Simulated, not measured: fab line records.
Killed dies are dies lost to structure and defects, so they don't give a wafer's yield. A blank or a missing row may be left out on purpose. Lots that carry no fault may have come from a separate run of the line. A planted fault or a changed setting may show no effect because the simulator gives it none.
fab line records ; flow nandHarc
record lots=14; wafers=42; lastDay=33
route steps=1302 shown A_SLIT@922 A_WL_FILL@972
lots that met no fault: taken from a fault-free run of the same line
startH: hours from the record's opening day to when the first of the lot's shown wafers began ; waitH: time in hours since the lot's previous step ; " identical to the entry in the row above ; L1.1+2: one row covering several wafers at once ; - no value present, or no start provided ; * or withheld: withheld ; < > ~ a bound
route shown NAME@n: names a module that has steps shown in the file, with the first one's number in the route ; usual: the fault-free wafers' mean and standard deviation ; same: alike in all rows ; chamber/n: place in a boat ; sites: per-site readings ; _std_site: how widely they spread, as a standard deviation ; _edge_site: mean of outer sites minus mean of inner sites ; radiusMm: how far each site lies from the wafer's centre ; mask NAME#n: copy n ; behind: the most recent tool/chamber to have shaped the wafer ; hold: why the lot went on hold/how many hours it stayed there/how the hold came to an end ; device: the transistor (n, p or np) that didn't switch ; end of line: the tests these same wafers got at the end of their route ; where a step has no rows: the recipe by itself ; killed: count of dies lost to structure and defects at first sort (not the wafer's yield) ; map: per-die view of a wafer (x killed, . not killed, _ where there is no die)
set.NAME: the setting the step ran with; set.NAME@STEP: the setting that earlier step ran with ; model.NAME: the simulator's own value behind a step, which no gauge read
route steps across a sampled set of lots; one table per step, one row per wafer
services: the hour from which a tool's chamber was out of use, counted from the record's first day as startH (under 0 if before that day), plus the number of hours and why
## steps
# step NHARC_A_SLIT_DEP_25
# recipe targetThkA=2000; tempC=400; pressureTorr=6.5; rfW=900; teosFlowSccm=161.4; flowSccm=2650; targetThkNm=200; gas=O2; material=SiO2
# usual heaterPowerW=534/87; rfFwdPowerW=897.3/2.7; throttleValvePct=16.0/0.46
lot.wafer;tool;chamber;startH;waitH;heaterPowerW;rfFwdPowerW;throttleValvePct
L477.2;pecvd-02;0;454.54;0.1;471;896.7;15.5
L477.3;pecvd-02;2;454.54;0.1;479;898.3;16.4
L477.4;pecvd-02;0;454.54;0.1;503;895.6;15.6
L479.1;pecvd-03;1;454.54;0.1;535;896.5;15.7
L479.3;pecvd-03;0;454.54;0.1;452;900.2;16.1
L479.5;pecvd-03;2;454.54;0.1;405;895.3;15.6
L478.1;pecvd-02;1;454.77;0.2;501;889.9;16.2
L478.2;pecvd-02;2;454.77;0.2;488;900.8;16.6
L478.4;pecvd-02;2;454.77;0.2;498;899.0;16.3
L482.3;pecvd-03;1;486.95;0.1;502;899.8;15.7
L482.6;pecvd-03;1;486.95;0.1;517;898.5;15.7
L482.4;pecvd-03;2;486.95;0.1;426;896.0;15.5
L480.1;pecvd-02;1;487.03;0.2;526;897.6;16.4
L480.3;pecvd-02;2;487.03;0.2;464;903.5;16.8
L480.4;pecvd-02;2;487.03;0.2;470;902.4;16.4
L481.3;pecvd-02;0;493.83;0.1;550;897.0;15.6
L481.1;pecvd-02;2;493.83;0.1;522;893.5;16.6
L481.6;pecvd-02;1;493.83;0.1;428;899.9;16.7
L483.2;pecvd-03;2;507.15;0.1;458;903.8;15.9
L483.4;pecvd-03;1;507.15;0.1;525;899.0;15.8
L483.5;pecvd-03;2;507.15;0.1;474;900.6;15.6
L484.3;pecvd-04;1;528.88;0.1;550;894.8;16.2
L484.1;pecvd-04;2;528.88;0.1;709;892.6;15.6
L484.4;pecvd-04;2;528.88;0.1;742;896.9;15.8
L485.2;pecvd-03;0;535.35;0.1;531;893.7;16.1
L485.1;pecvd-03;1;535.35;0.1;505;897.6;15.8
L485.5;pecvd-03;2;535.35;0.1;367;898.7;15.9
L486.2;pecvd-02;2;540.04;0.1;443;899.1;16.8
L486.4;pecvd-02;1;540.04;0.1;554;895.3;16.9
L486.5;pecvd-02;2;540.04;0.1;460;894.1;16.4
L494.1;pecvd-04;0;617.49;0.1;696;898.0;15.7
L494.3;pecvd-04;1;617.49;0.1;583;898.7;16.3
L494.5;pecvd-04;1;617.49;0.1;590;895.9;16.5
L493.6;pecvd-02;1;617.61;0.2;477;899.6;16.1
L493.5;pecvd-02;2;617.61;0.2;500;896.5;16.4
L493.4;pecvd-02;0;617.61;0.2;590;897.0;15.3
L500.3;pecvd-02;2;663.30;0.1;397;899.0;16.7
L500.2;pecvd-02;1;663.30;0.1;478;893.0;16.2
L500.4;pecvd-02;2;663.30;0.1;422;896.8;16.5
L499.2;pecvd-02;1;669.08;0.1;421;896.6;16.2
L499.1;pecvd-02;2;669.08;0.1;492;895.4;16.6
L499.5;pecvd-02;1;669.08;0.1;439;896.3;16.1
# step NHARC_A_SLIT_CD_MEAS_21
# usual cdNm=290.1/1.2
lot.wafer;tool;chamber;startH;waitH;cdNm
L477.2;cdSem-01;-;467.08;-;287.0
L477.3;cdSem-01;-;467.08;-;289.3
L477.4;cdSem-01;-;467.08;-;288.9
L479.1;cdSem-03;-;467.36;-;291.3
L479.3;cdSem-03;-;467.36;-;289.7
L479.5;cdSem-03;-;467.36;-;290.2
L478.1;cdSem-02;-;470.91;-;291.1
L478.2;cdSem-02;-;470.91;-;291.8
L478.4;cdSem-02;-;470.91;-;290.9
L482.3;cdSem-03;-;499.31;-;291.4
L482.4;cdSem-03;-;499.31;-;291.5
L482.6;cdSem-03;-;499.31;-;291.7
L480.1;cdSem-01;-;499.40;-;290.9
L480.3;cdSem-01;-;499.40;-;290.6
L480.4;cdSem-01;-;499.40;-;291.5
L481.1;cdSem-03;-;506.34;-;290.1
L481.3;cdSem-03;-;506.34;-;290.8
L481.6;cdSem-03;-;506.34;-;290.5
L483.2;cdSem-03;-;520.71;-;289.8
L483.4;cdSem-03;-;520.71;-;291.3
L483.5;cdSem-03;-;520.71;-;290.1
L484.1;cdSem-02;-;542.23;-;288.8
L484.3;cdSem-02;-;542.23;-;289.2
L484.4;cdSem-02;-;542.23;-;289.2
L485.1;cdSem-03;-;546.88;-;289.8
L485.2;cdSem-03;-;546.88;-;290.6
L485.5;cdSem-03;-;546.88;-;290.4
L486.2;cdSem-03;-;552.92;-;291.0
L486.4;cdSem-03;-;552.92;-;290.7
L486.5;cdSem-03;-;552.92;-;290.8
L494.1;cdSem-01;-;629.41;-;290.9
L494.3;cdSem-01;-;629.41;-;291.0
L494.5;cdSem-01;-;629.41;-;292.2
L493.4;cdSem-02;-;633.27;-;289.3
L493.5;cdSem-02;-;633.27;-;289.8
L493.6;cdSem-02;-;633.27;-;289.6
L500.2;cdSem-02;-;677.06;-;287.9
L500.3;cdSem-02;-;677.06;-;288.8
L500.4;cdSem-02;-;677.06;-;288.7
L499.1;cdSem-03;-;685.49;-;289.7
L499.2;cdSem-03;-;685.49;-;289.0
L499.5;cdSem-03;-;685.49;-;290.3
# step NHARC_A_WL_FILL_ETCHBACK_26
# recipe targetDepthA=520; timeS=13.3; hbrFlowSccm=150; rfW=350; icpW=350; biasW=60; chemistry=HBr
# usual drypumpMotorCurrentA=6.1/0.43; oesProductAu=1.005/0.013; rfFwdPowerW=342.7/1.8; runLengthS=34.3/0.37; throttleValvePct=23.266/0.01
lot.wafer;tool;chamber;startH;waitH;drypumpMotorCurrentA;oesProductAu;rfFwdPowerW;rfHoursCounterH;runLengthS;throttleValvePct
L479.3;rieSi-02;3;490.40;0.4;6.6;1.017;343.0;0.18;35.2;23.260
L479.1;rieSi-02;0;490.40;0.4;5.1;0.997;343.8;0.18;34.6;23.257
L479.5;rieSi-02;0;490.40;0.4;5.1;0.992;343.5;-;35.0;23.258
L477.4;rieSi-03;1;490.40;0.4;6.2;0.995;341.3;0.54;34.9;23.274
L477.3;rieSi-03;2;490.40;0.4;5.8;0.992;342.4;0.57;34.1;23.287
L477.2;rieSi-03;3;490.40;0.4;6.1;1.001;341.8;0.55;33.6;23.268
L478.2;rieSi-02;0;496.30;0.4;5.0;0.983;342.9;0.21;34.4;23.284
L478.4;rieSi-02;2;496.30;0.4;5.9;1.001;341.0;0.20;33.6;23.269
L478.1;rieSi-02;3;496.30;0.4;6.6;1.011;340.9;0.21;34.3;23.255
L482.3;rieSi-05;1;527.08;0.4;5.6;1.009;344.1;0.17;34.7;23.263
L482.4;rieSi-05;0;527.08;0.4;6.5;0.982;347.6;0.19;34.3;23.262
L482.6;rieSi-05;1;527.08;0.4;5.6;0.998;344.1;-;34.4;23.255
L480.1;rieSi-03;2;527.08;0.4;5.8;0.990;341.2;0.80;34.5;23.271
L480.4;rieSi-03;3;527.08;0.4;6.2;0.998;342.4;0.78;33.8;23.264
L480.3;rieSi-03;1;527.08;0.4;6.2;0.988;339.6;0.69;34.5;23.254
L481.1;rieSi-03;3;530.31;0.4;6.1;1.011;342.7;0.81;33.7;23.264
L481.3;rieSi-03;0;530.31;0.4;6.4;1.010;345.4;0.81;34.5;23.269
L481.6;rieSi-03;3;530.31;0.4;6.1;1.011;342.1;-;33.6;23.260
L483.2;rieSi-02;0;544.62;0.4;5.1;0.985;342.2;0.57;35.1;23.256
L483.5;rieSi-02;3;544.62;0.4;6.6;1.004;342.1;-;34.3;23.256
L483.4;rieSi-02;0;544.62;0.4;5.1;0.989;342.2;-;34.7;23.264
L484.1;rieSi-02;2;567.22;0.4;5.9;1.003;341.2;0.68;33.7;23.258
L484.3;rieSi-02;3;567.22;0.4;6.6;1.006;341.7;0.67;34.8;23.274
L484.4;rieSi-02;1;567.22;0.4;6.3;1.007;343.4;0.42;34.5;23.261
L485.2;rieSi-02;2;570.72;0.4;5.9;1.006;341.6;0.72;34.0;23.265
L485.1;rieSi-02;3;570.72;0.4;6.6;1.031;341.9;0.71;34.9;23.255
L485.5;rieSi-02;2;570.72;0.4;5.9;0.997;342.3;-;34.0;23.258
L486.2;rieSi-05;0;575.23;0.4;6.5;0.984;346.7;0.58;34.2;23.257
L486.4;rieSi-05;2;575.23;0.4;6.3;1.001;344.6;0.53;34.6;23.253
L486.5;rieSi-05;3;575.23;0.4;6.1;1.022;344.2;-;34.1;23.253
L494.3;rieSi-03;3;653.04;0.4;6.1;1.014;343.6;0.45;34.1;23.254
L494.1;rieSi-03;0;653.04;0.4;6.4;1.025;-;0.53;28.6;23.253
L494.5;rieSi-03;3;653.04;0.4;6.2;1.024;342.0;-;33.9;23.268
L493.4;rieSi-03;0;657.43;0.4;6.4;1.018;-;0.56;28.3;23.266
L493.6;rieSi-03;3;657.43;0.4;6.2;1.022;341.5;-;33.9;23.250
L493.5;rieSi-03;0;657.43;0.4;6.4;1.010;-;-;28.2;23.278
L500.3;rieSi-02;1;700.84;0.4;6.3;0.987;342.2;0.31;34.3;23.272
L500.2;rieSi-02;0;700.84;0.4;5.1;1.023;343.8;0.35;34.9;23.268
L500.4;rieSi-02;2;700.84;0.4;5.9;1.004;342.5;-;34.0;23.261
L499.1;rieSi-05;2;708.88;0.4;6.3;0.984;342.8;0.21;34.2;23.272
L499.2;rieSi-05;0;708.88;0.4;6.5;0.984;344.9;0.31;34.6;23.273
L499.5;rieSi-05;3;708.88;0.4;6.1;1.018;344.7;-;34.1;23.262
# step NHARC_A_WL_FILL_CVD_20
# recipe targetThkA=1000; tempC=400; pressureTorr=40; wf6FlowSccm=40; h2FlowSccm=1600; arFlowSccm=1560; timeS=74; material=W
# usual heaterPowerW=825/50; mfcWf6Sccm=39.99/0.11; throttleValvePct=7.82/0.3
lot.wafer;tool;chamber;startH;waitH;heaterPowerW;mfcWf6Sccm;throttleValvePct
L477.2;cvdW-02;1;-;-;771;39.98;8.23
L477.3;cvdW-02;1;-;-;753;39.93;8.00
L477.4;cvdW-02;0;-;-;862;39.92;7.54
L479.1;cvdW-01;0;-;-;763;39.99;7.94
L479.3;cvdW-01;0;-;-;764;39.98;8.03
L479.5;cvdW-01;0;-;-;780;40.00;7.88
L478.2;cvdW-02;0;-;-;860;39.81;7.79
L478.1;cvdW-02;1;-;-;769;40.20;7.87
L478.4;cvdW-02;0;-;-;856;39.82;7.65
L480.1;cvdW-02;0;-;-;851;39.91;7.56
L480.3;cvdW-02;0;-;-;874;40.09;7.76
L480.4;cvdW-02;1;-;-;760;40.04;7.74
L482.3;cvdW-01;0;-;-;775;40.01;7.81
L482.4;cvdW-01;1;-;-;880;39.92;7.12
L482.6;cvdW-01;0;-;-;770;39.95;7.72
L481.1;cvdW-01;0;-;-;795;40.05;7.75
L481.3;cvdW-01;0;-;-;786;40.17;7.93
L481.6;cvdW-01;0;-;-;791;39.98;7.65
L483.2;cvdW-02;0;-;-;856;39.95;7.49
L483.4;cvdW-02;1;-;-;781;40.13;7.86
L483.5;cvdW-02;0;-;-;890;40.04;7.83
L484.1;cvdW-02;1;-;-;754;39.86;8.17
L484.3;cvdW-02;1;-;-;780;39.93;7.95
L484.4;cvdW-02;0;-;-;883;39.89;7.85
L485.1;cvdW-01;0;-;-;800;39.95;8.28
L485.2;cvdW-01;1;-;-;873;40.00;7.31
L485.5;cvdW-01;0;-;-;787;39.93;8.10
L486.2;cvdW-01;1;-;-;895;39.89;7.15
L486.4;cvdW-01;1;-;-;897;39.88;7.41
L486.5;cvdW-01;1;-;-;910;39.95;7.58
L494.1;cvdW-01;1;-;-;911;40.01;7.42
L494.3;cvdW-01;0;-;-;786;40.14;8.22
L494.5;cvdW-01;0;-;-;791;39.95;8.07
L493.4;cvdW-01;1;-;-;888;39.97;7.44
L493.5;cvdW-01;1;-;-;879;39.91;7.48
L493.6;cvdW-01;1;-;-;889;39.98;7.68
L500.2;cvdW-02;0;-;-;824;39.75;8.15
L500.3;cvdW-02;1;-;-;752;40.12;7.94
L500.4;cvdW-02;0;-;-;831;39.97;7.99
L499.1;cvdW-02;0;-;-;815;40.17;7.88
L499.2;cvdW-02;1;-;-;761;39.82;8.19
L499.5;cvdW-02;0;-;-;832;40.17;7.68
## services
tool;chamber;startH;hours;kind
rieSi-05;2;435.11;7.9;repair
pecvd-02;2;437.63;5.7;repair
cvdW-02;-;450.35;13.0;pm
cvdW-01;1;451.99;1.5;repair
rieSi-02;-;454.00;9.0;pm
pecvd-02;-;460.69;2.2;repair
pecvd-02;-;465.49;0.8;repair
rieSi-05;-;482.00;9.0;pm
cvdW-01;0;493.88;5.7;repair
cvdW-02;0;503.10;7.4;repair
rieSi-03;1;503.92;8.9;repair
rieSi-02;-;514.19;0.5;repair
rieSi-02;1;526.83;35.3;repair
rieSi-03;0;538.42;12.2;repair
rieSi-03;3;543.76;7.4;repair
cvdW-01;-;547.00;13.0;pm
pecvd-03;-;547.25;13.0;pm
rieSi-03;-;575.00;9.0;pm
cvdW-01;0;577.12;4.9;repair
pecvd-02;-;589.49;13.0;pm
rieSi-02;2;613.10;1.9;repair
rieSi-02;-;631.00;9.0;pm
cvdW-02;-;631.35;13.0;pm
rieSi-02;3;699.22;2.1;repair
## key
firstSign step=NHARC_A_WL_FILL_ETCHBACK_26; reading=runLengthS; direction=down; sigmas=16; usual=*; struck=*
effect none on later readings
metAt NHARC_A_WL_FILL_ETCHBACK_26
struckLots L493,L494
struckWafers L493.4,L493.5,L494.1
sortLeftOut L493.4,L493.5,L494.1
testerLeftOut L493,L494
notActingAt NHARC_A_SLIT_DEP_25,NHARC_A_SLIT_CD_MEAS_21,NHARC_A_WL_FILL_CVD_20
onsetBetween 530.31 653.04
fault kind=processParameterDrift; tool=rieSi-03; chamber=0; onsetH=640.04; steps=NHARC_A_WL_FILL_ETCHBACK_26; channel=timeS; offset=*; shape=step; endH=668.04; actsIn=*; stated=*
# testerLeftOut: of these lots the tester's yield and bins aren't shown, on N5 and GAA mostly nor the transistor test; their killed dies are dies lost to structure and defects alone, not to doping, threshold or leakage, so they don't give the yield
# sortLeftOut: the simulated sort isn't trusted on such a fault, so these wafers' sort isn't shown, and their yield isn't known
